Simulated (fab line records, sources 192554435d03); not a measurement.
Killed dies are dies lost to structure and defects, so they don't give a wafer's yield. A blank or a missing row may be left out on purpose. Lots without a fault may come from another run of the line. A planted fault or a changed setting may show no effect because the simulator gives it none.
A struck lot beside a sound one | flow n5_finfet | 38 steps out of a route of 1938
Sound: wafers L714.1, L714.5, L714.6. Struck: wafers L708.1, L708.2, L708.4. The cause comes at the end.
At each step with rows: each side's tool, then ch and its chambers, then its first start. Under that, the readings that differ: sound wafers | struck wafers | difference of the means | sigmas: that difference in standard deviations of wafers without a fault.
alike: readings whose means differ by less than 2 such deviations, and words and numbers that are the same on both sides. not compared: withheld readings, readings that some wafer has no value for, bounds like >300 that may hide the same value, and numbers for which the record gives no deviation and whose values overlap.
The two part at a step that has a row with sigmas, a row that says differs or no value, or rows on one side only. Numbers that don't overlap but have no deviation are shown without sigmas and don't part them. A reading that every wafer of one side lacks parts them only if that side has two wafers or more.

first, 9 steps without rows for these wafers: N5_BEOL_M4_ANNEAL_95 (time 240 s); N5_BEOL_M4_SPUTTER_96 (material Cu, target thk 4.5 nm, time 8.29 s); N5_BEOL_M4_ECD_50 (material Cu, target thk 300 nm); N5_BEOL_M4_ANNEAL_51 (time 90 s); N5_BEOL_M4_CMP_52 (polishes, stops on SiOC, t overpolish 6.8 s, target thk 40 nm); N5_BEOL_M4_PRE_CLEAN_60 (time 15 s); N5_BEOL_M4_CO_CAP_55 (material Co, precursor CCTBA/H2, target thk 2 nm, time 102.1 s); N5_BEOL_M4_PRE_CLEAN_56 (time 15 s); N5_BEOL_M4_DEP_57 (deposits SiCN from 3MS/NH3, target thk 8 nm, time 14 s).
N5_BEOL_M4_RC_MEAS_101:
  sound on prober-02 ch 0, day 12 12:03; struck on prober-01 ch 0, day 11 06:07
  alike: DIBL_N, DIBL_P, IOFF_N, IOFF_P, ION_N, ION_P, SS_N, SS_P, VT_N, VT_P
then, 24 steps without rows for these wafers: N5_BEOL_M5_ILD_DEP_00 (deposits SiCOH lowk from DEMS/porogen, target thk 140.64 nm, time 25.9 s); N5_BEOL_M5_CURE_79 (cures SiCOH lowk, time 240 s); N5_BEOL_M5_PECVD_70 (deposits SiO2 from TEOS/O2, target thk 16 nm, time 18 s); N5_BEOL_M5_HM_DEP_02 (deposits TiN, target thk 20 nm); N5_BEOL_M5_COAT_59 (time 60 s, resist thk 60 nm); N5_BEOL_M5_COAT_60 (time 60 s, resist thk 12 nm); N5_BEOL_M5_COAT_71 (time 60 s, resist thk 5 nm); N5_BEOL_M5_COAT_05 (resist thk 30 nm); N5_BEOL_M5_EBR_07; N5_BEOL_M5_SOFTBAKE_06 (time 60 s); N5_BEOL_M5_EXPOSE_08 (exposes mask M5, target cd 28 nm); N5_BEOL_M5_PEB_09 (peb time 60 s); N5_BEOL_M5_DEVELOP_10 (develop time 30 s); N5_BEOL_M5_DESCUM_16 (chemistry O2, time 7 s); N5_BEOL_M5_ETCH_72 (etches underlayer in N2/H2, target depth 6.5 nm, time 5.2 s); N5_BEOL_M5_ETCH_61 (etches SiARC in CF4, target depth 15.6 nm, time 26 s); N5_BEOL_M5_ETCH_62 (etches SOC in N2/H2, target depth 75 nm, overetch 15 nm, time 112.5 s); N5_BEOL_M5_STRIP_63 (strips in N2/H2); N5_BEOL_M5_STRIP_73 (strips in N2/H2); N5_BEOL_M5_STRIP_64 (strips in CF4); N5_BEOL_M5_HM_OPEN_17 (chemistry Cl2/BCl3, target TiN, target depth 20 nm, overetch 6 nm); N5_BEOL_M5_STRIP_19 (strips in O2); N5_BEOL_M5_COAT_65 (time 60 s, resist thk 60 nm); N5_BEOL_M5_COAT_66 (time 60 s, resist thk 12 nm).
-- the record jumps here: 3 days lie between the struck wafers' starts before and after (it left off in module BEOL_M5 and takes up again in module BEOL_M13, whose first step shown is number 1707 of the route) --
N5_BEOL_M13_SPUTTER_45: material Cu, target thk 80 nm, time 13.33 s.
  sound on pvd_sputter-02, day 15 10:26; struck on pvd_sputter-01, day 14 06:04
  no value came back on the struck wafers for bias_v (V), cathode_dc_power_W (W), throttle_valve_pct (%); on the sound wafers bias_v (V) reads 59.6 60.7 60.1
N5_BEOL_M13_THK_MEAS_50: measures by xrf.
  sound on film_metro-02, day 15 11:19; struck on film_metro-02, day 14 06:56
  reading      | sound       | struck | difference                    | sigmas
  M13_THK (nm) | 416 431 420 | - - -  | no value on the struck wafers |
N5_BEOL_M13_RS_MEAS_54: measures by four-point-probe.
  sound on film_metro-02, day 15 11:27; struck on film_metro-01, day 14 07:04
  reading         | sound                | struck               | difference | sigmas
  M13_RS (ohm/sq) | 0.0467 0.0452 0.0465 | 54.906 59.185 56.646 | +56.866    | +99 or more
N5_PASSIVATION_PROBE_49:
  the record has rows for the struck wafers here (prober-02, day 15 10:04) and none for the sound ones

WHERE THEY PART
First at N5_BEOL_M13_SPUTTER_45; last, within this record, at N5_PASSIVATION_PROBE_49.

WHY: what the simulator had put in
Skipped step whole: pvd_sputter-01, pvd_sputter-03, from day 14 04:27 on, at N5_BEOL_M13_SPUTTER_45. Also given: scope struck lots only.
